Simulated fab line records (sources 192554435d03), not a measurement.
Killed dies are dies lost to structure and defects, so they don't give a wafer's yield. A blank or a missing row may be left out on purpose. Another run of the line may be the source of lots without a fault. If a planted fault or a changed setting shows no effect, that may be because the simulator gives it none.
Matching of chambers | flow n5Finfet | N5_BEOL_M13_ETCH_68 on rieDiel-03: 4 sister chambers
The step etches SOC in N2/H2, time 355 s. 8 wafers are shown with their chamber, then 9 later ones without.

WAFERS, EACH WITH ITS CHAMBER
wafer  | chamber | showerheadPlenumPTorr (Torr) | throttleValvePct (%)
L075.6 | 2       | 2.44                         | 17.48
L079.4 | 1       | 2.67                         | 17.33
L080.6 | 2       | 2.44                         | 17.50
L086.1 | 1       | 2.66                         | 17.37
L086.2 | 0       | 2.68                         | 17.53
L084.1 | 3       | 2.63                         | 18.15
L084.5 | 3       | 2.63                         | 18.16
L084.6 | 0       | 2.68                         | 17.54

WAFERS WHOSE CHAMBER IS MISSING
wafer  | showerheadPlenumPTorr (Torr) | throttleValvePct (%)
L089.3 | 2.43                         | 17.52
L089.4 | 2.66                         | 17.36
L089.5 | 2.68                         | 17.53
L094.4 | 2.62                         | 18.18
L094.5 | 2.62                         | 18.17
L094.6 | 2.43                         | 17.54
L096.1 | 2.43                         | 17.55
L096.2 | 2.67                         | 17.56
L096.4 | 2.66                         | 17.39

EACH ONE'S CHAMBER
wafer  | from the rows above | in truth
L089.3 | 2                   | 2
L089.4 | 1                   | 1
L089.5 | 0                   | 0
L094.4 | 3                   | 3
L094.5 | 3                   | 3
L094.6 | 2                   | 2
L096.1 | 2                   | 2
L096.2 | 0                   | 0
L096.4 | 1                   | 1
Correctly placed: 9 of 9. From these rows, 0 cannot be placed. 0 placed wrongly.
How it was worked out, from the rows above alone: a wafer's distance from a chamber is the root of the sum, over the readings, of the square of ((its reading less the chamber's mean) divided by the reading's scatter). If the next closest chamber is less than 2 further off than the closest, the wafer can't be placed; otherwise it belongs to the closest. The mean given for a chamber averages the wafers shown for that chamber. The scatter: take each reading less its chamber's mean, square it, sum over the shown wafers, divide by the number of wafers less the number of chambers, and take the root.
